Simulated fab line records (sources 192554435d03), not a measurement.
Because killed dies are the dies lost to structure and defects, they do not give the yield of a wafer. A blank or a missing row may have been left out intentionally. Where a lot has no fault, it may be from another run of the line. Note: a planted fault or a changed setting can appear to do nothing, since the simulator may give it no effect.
Which of the tools did it? + flow n5 finfet + Sampling: 10 lots, 29 wafers, 7 of 1938 route steps

## WHAT THE GAUGES READ, wafer by wafer
N5_DUMMY_GATE_THK_MEAS_05. Usual: thk nm 71.9 nm, standard deviation 1.1.
| lot  | measured    | on            | thk nm (nm)    | flag |
|------|-------------|---------------|----------------|------|
| L416 | day 2 20:23 | film metro-02 | 70.1 71.0      |      |
| L417 | day 3 01:10 | film metro-01 | 72.7 74.1 72.5 |      |
| L420 | day 3 20:05 | film metro-01 | 72.8 73.7 73.4 |      |
| L421 | day 4 01:00 | film metro-02 | 71.3 72.8 70.3 |      |
| L422 | day 4 06:46 | film metro-02 | 71.9 70.9 74.0 |      |
| L424 | day 4 17:05 | film metro-02 | 70.2 70.8 69.8 |      |
| L428 | day 5 19:31 | film metro-02 | 73.4 71.8 73.1 |      |
| L429 | day 5 23:47 | film metro-01 | 71.6 72.6 70.3 |      |
| L431 | day 6 11:49 | film metro-01 | 71.4 71.2 71.6 |      |
| L436 | day 7 17:18 | film metro-01 | 72.1 71.4 69.2 |      |

N5_DUMMY_GATE_CD_MEAS_15: the cd target is 25.8 nm. Usual: cd nm 24.96 nm, standard deviation 0.23.
| lot  | measured    | on        | cd nm (nm)        | flag |
|------|-------------|-----------|-------------------|------|
| L416 | day 3 05:42 | cd sem-03 | 24.92 24.88       |      |
| L417 | day 3 07:32 | cd sem-02 | 24.63 25.23 24.76 |      |
| L420 | day 4 00:29 | cd sem-01 | 25.07 24.88 25.22 |      |
| L421 | day 4 05:25 | cd sem-01 | 25.56 25.25 25.47 |      |
| L422 | day 4 11:04 | cd sem-01 | 25.41 24.85 25.17 |      |
| L424 | day 4 21:23 | cd sem-02 | 24.95 24.83 24.75 |      |
| L428 | day 5 23:56 | cd sem-01 | 23.40 23.85 23.66 | OFF  |
| L429 | day 6 04:05 | cd sem-01 | 24.00 23.93 24.08 | OFF  |
| L431 | day 6 20:59 | cd sem-02 | 24.68 24.82 24.59 |      |
| L436 | day 7 21:43 | cd sem-02 | 24.75 25.00 24.83 |      |

N5_DUMMY_GATE_CD_MEAS_50: the cd target is 14 nm. Usual: cd nm 14.1 nm, standard deviation 0.39.
| lot  | measured    | on        | cd nm (nm)     | flag |
|------|-------------|-----------|----------------|------|
| L416 | day 3 06:13 | cd sem-02 | 13.8 14.0      |      |
| L417 | day 3 08:03 | cd sem-03 | 13.6 13.1 13.6 |      |
| L420 | day 4 01:01 | cd sem-02 | 15.1 14.5 13.9 |      |
| L421 | day 4 05:58 | cd sem-02 | 14.4 14.4 14.3 |      |
| L422 | day 4 11:35 | cd sem-01 | 14.4 14.2 14.7 |      |
| L424 | day 4 22:38 | cd sem-03 | 13.9 14.1 14.2 |      |
| L428 | day 6 00:40 | cd sem-03 | 12.9 12.5 13.3 | OFF  |
| L429 | day 6 04:36 | cd sem-03 | 13.0 13.2 13.0 |      |
| L431 | day 6 21:32 | cd sem-03 | 14.3 14.4 13.7 |      |
| L436 | day 7 22:26 | cd sem-01 | 14.3 14.6 13.7 |      |

N5_DUMMY_GATE_CD_MEAS_24: the cd target is 15 nm. Usual: cd nm 15.1 nm, standard deviation 0.4.
| lot  | measured    | on        | cd nm (nm)     | flag |
|------|-------------|-----------|----------------|------|
| L416 | day 3 06:42 | cd sem-02 | 15.3 15.3      |      |
| L417 | day 3 08:32 | cd sem-02 | 14.4 14.7 14.9 |      |
| L420 | day 4 01:36 | cd sem-02 | 15.5 15.2 14.8 |      |
| L421 | day 4 06:27 | cd sem-03 | 16.2 15.9 15.1 |      |
| L422 | day 4 12:05 | cd sem-02 | 15.6 15.0 16.0 |      |
| L424 | day 4 23:08 | cd sem-03 | 15.0 15.1 14.5 |      |
| L428 | day 6 01:20 | cd sem-02 | 13.7 13.2 14.2 | OFF  |
| L429 | day 6 05:05 | cd sem-02 | 14.1 14.4 13.6 |      |
| L431 | day 6 22:02 | cd sem-02 | 15.2 15.4 14.8 |      |
| L436 | day 7 23:07 | cd sem-01 | 15.2 15.4 15.0 |      |

## EACH LOT AND THE TOOL THAT RAN IT (in order: tool; ch and the chambers of the sampled wafers; start)
| lot  | N5_STI_FIN_REVEAL_OXIDATION_31      | N5_DUMMY_GATE_EXPOSE_12          | N5_DUMMY_GATE_STRIP_40            |
|------|-------------------------------------|----------------------------------|-----------------------------------|
| L416 | plasma asher-01 ch 0,1, day 2 13:44 | euv scanner-01 ch 0, day 3 05:34 | rie diel-04 ch 2, day 3 06:10     |
| L417 | plasma asher-02 ch 0,1, day 2 18:33 | euv scanner-02 ch 0, day 3 07:26 | rie diel-03 ch 1,2, day 3 07:59   |
| L420 | plasma asher-01 ch 0,1, day 3 14:55 | euv scanner-01 ch 0, day 4 00:22 | rie diel-03 ch 2,3, day 4 00:58   |
| L421 | plasma asher-02 ch 0, day 3 20:10   | euv scanner-02 ch 0, day 4 05:17 | rie diel-03 ch 1,2, day 4 05:55   |
| L422 | plasma asher-01 ch 0,1, day 4 01:58 | euv scanner-02 ch 0, day 4 10:57 | rie diel-04 ch 1,3, day 4 11:32   |
| L424 | plasma asher-02 ch 0,1, day 4 12:14 | euv scanner-01 ch 0, day 4 21:16 | rie diel-04 ch 1,2, day 4 22:35   |
| L428 | plasma asher-02 ch 0,1, day 5 14:42 | euv scanner-01 ch 0, day 5 23:48 | rie diel-01 ch 0,1,3, day 6 00:37 |
| L429 | plasma asher-02 ch 0,1, day 5 18:55 | euv scanner-01 ch 0, day 6 03:58 | rie diel-01 ch 0,1,3, day 6 04:33 |
| L431 | plasma asher-01 ch 0,1, day 6 06:56 | euv scanner-02 ch 0, day 6 20:52 | rie diel-03 ch 1,3, day 6 21:29   |
| L436 | plasma asher-02 ch 0,1, day 7 12:26 | euv scanner-02 ch 0, day 7 21:35 | rie diel-04 ch 0,3, day 7 22:23   |
- N5_STI_FIN_REVEAL_OXIDATION_31: chemistry O2 PLASMA REMOTE, time 20 s.
- N5_DUMMY_GATE_EXPOSE_12: exposes mask GATE, target cd 25 nm.
- N5_DUMMY_GATE_STRIP_40: strips in CF4.

## WHAT THE TOOLS THEMSELVES READ (means of the sampled wafers that have a number; where no wafer has one, the mark that the record gives instead)
N5_STI_FIN_REVEAL_OXIDATION_31. Usual: drypump motor current A 5.6 A, standard deviation 0.32; heater power w 150 W, standard deviation 10; rf fwd power W 1972 W, standard deviation 6.5.
| lot  | tool            | drypump motor current A (A) | heater power w (W) | rf fwd power W (W) | flag |
|------|-----------------|-----------------------------|--------------------|--------------------|------|
| L416 | plasma asher-01 | 5.8                         | 160                | 1972               |      |
| L417 | plasma asher-02 | 5.5                         | 141                | 1970               |      |
| L420 | plasma asher-01 | 5.7                         | 156                | 1969               |      |
| L421 | plasma asher-02 | 5.8                         | 144                | 1979               |      |
| L422 | plasma asher-01 | 5.7                         | 158                | 1972               |      |
| L424 | plasma asher-02 | 5.5                         | 139                | 1979               |      |
| L428 | plasma asher-02 | 5.3                         | 139                | 1976               |      |
| L429 | plasma asher-02 | 5.5                         | 142                | 1978               |      |
| L431 | plasma asher-01 | 5.6                         | 158                | 1972               |      |
| L436 | plasma asher-02 | 5.3                         | 138                | 1972               |      |

N5_DUMMY_GATE_EXPOSE_12. Usual: exposure dose mJ cm2 33.90, standard deviation 0.038.
| lot  | tool           | exposure dose mJ cm2 | flag |
|------|----------------|----------------------|------|
| L416 | euv scanner-01 | 33.88                |      |
| L417 | euv scanner-02 | 33.93                |      |
| L420 | euv scanner-01 | 33.92                |      |
| L421 | euv scanner-02 | 33.93                |      |
| L422 | euv scanner-02 | 33.90                |      |
| L424 | euv scanner-01 | 33.90                |      |
| L428 | euv scanner-01 | 36.17                | OFF  |
| L429 | euv scanner-01 | 35.77                | OFF  |
| L431 | euv scanner-02 | 33.89                |      |
| L436 | euv scanner-02 | 33.91                |      |

N5_DUMMY_GATE_STRIP_40. Usual: drypump motor current A 5.8 A, standard deviation 0.58; oes product au 0.76 a.u., standard deviation 0.074; rf fwd power W 292.7 W, standard deviation 0.87; rf vpp V 271.1 V, standard deviation 1.4; showerhead plenum p Torr 1.79 Torr, standard deviation 0.054; throttle valve pct 13.7 %, standard deviation 0.33.
| lot  | tool        | drypump motor current A (A) | oes product au (a.u.) | rf fwd power W (W) | rf vpp V (V) | showerhead plenum p Torr (Torr) | throttle valve pct (%) | flag |
|------|-------------|-----------------------------|-----------------------|--------------------|--------------|---------------------------------|------------------------|------|
| L416 | rie diel-04 | 5.7                         | 0.69                  | 292.7              | 272.1        | 1.85                            | 14.0                   |      |
| L417 | rie diel-03 | 5.4                         | 0.75                  | 293.1              | 270.6        | 1.77                            | 13.4                   |      |
| L420 | rie diel-03 | 6.0                         | 0.73                  | 292.4              | 271.6        | 1.81                            | 13.7                   |      |
| L421 | rie diel-03 | 5.4                         | 0.73                  | 292.9              | 268.7        | 1.74                            | 13.6                   |      |
| L422 | rie diel-04 | 6.6                         | 0.77                  | 292.5              | 270.2        | 1.75                            | 13.7                   |      |
| L424 | rie diel-04 | 6.0                         | 0.72                  | 292.3              | 271.1        | 1.83                            | 13.9                   |      |
| L428 | rie diel-01 | 5.4                         | 0.84                  | 292.8              | 271.1        | 1.78                            | 13.5                   |      |
| L429 | rie diel-01 | 5.5                         | 0.83                  | 292.0              | 270.8        | 1.78                            | 13.5                   |      |
| L431 | rie diel-03 | 5.9                         | 0.73                  | 292.4              | 272.3        | 1.83                            | 13.6                   |      |
| L436 | rie diel-04 | 6.0                         | 0.69                  | 293.8              | 270.2        | 1.80                            | 14.1                   |      |

## THE ANSWER, worked out from the rows above alone
Rule: a lot is off if the mean of its wafers that have a number lies more than 3 standard deviations from the usual mean. Also off: a lot with no number at a reading for which 4 or more lots have one. Any other lot the step has rows for is counted as sound. The gauges are gone through in route order, then the tools' own readings, and for those a lot's mean is taken as printed above. At the first step where some lot is off, the reading lying furthest off is the one used; lots without a number count as furthest.
Off, at N5_DUMMY_GATE_CD_MEAS_15 on cd nm: L428, L429.
If a tool, at a process step before that reading, ran all the lots that are off and no sound lot after the first of them, it fits. The gauges at N5_DUMMY_GATE_CD_MEAS_15 aren't tried: what is off there is off at N5_DUMMY_GATE_EXPOSE_12 too, on other tools, and a gauge's error can't cause that. One fits: euv scanner-01 at N5_DUMMY_GATE_EXPOSE_12. A fault onset in the window from L424 (day 4 21:16, its last sound lot) to L428 (day 5 23:48, its first lot off) fits.
The tool's own readings at N5_DUMMY_GATE_EXPOSE_12 bear it out: on the lots that are off they differ by more than 5 times the standard deviation of the sound lots' means. exposure dose mJ cm2 reads 35.97 there against 33.91 on the sound lots.

## WHAT THE SIMULATOR HAD PUT IN
Process parameter drift: euv scanner-01, from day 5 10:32 on, at N5_DUMMY_GATE_EXPOSE_12. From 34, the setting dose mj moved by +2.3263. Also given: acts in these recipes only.
Struck lots among those shown: L428, L429. Same finding as the rule above.
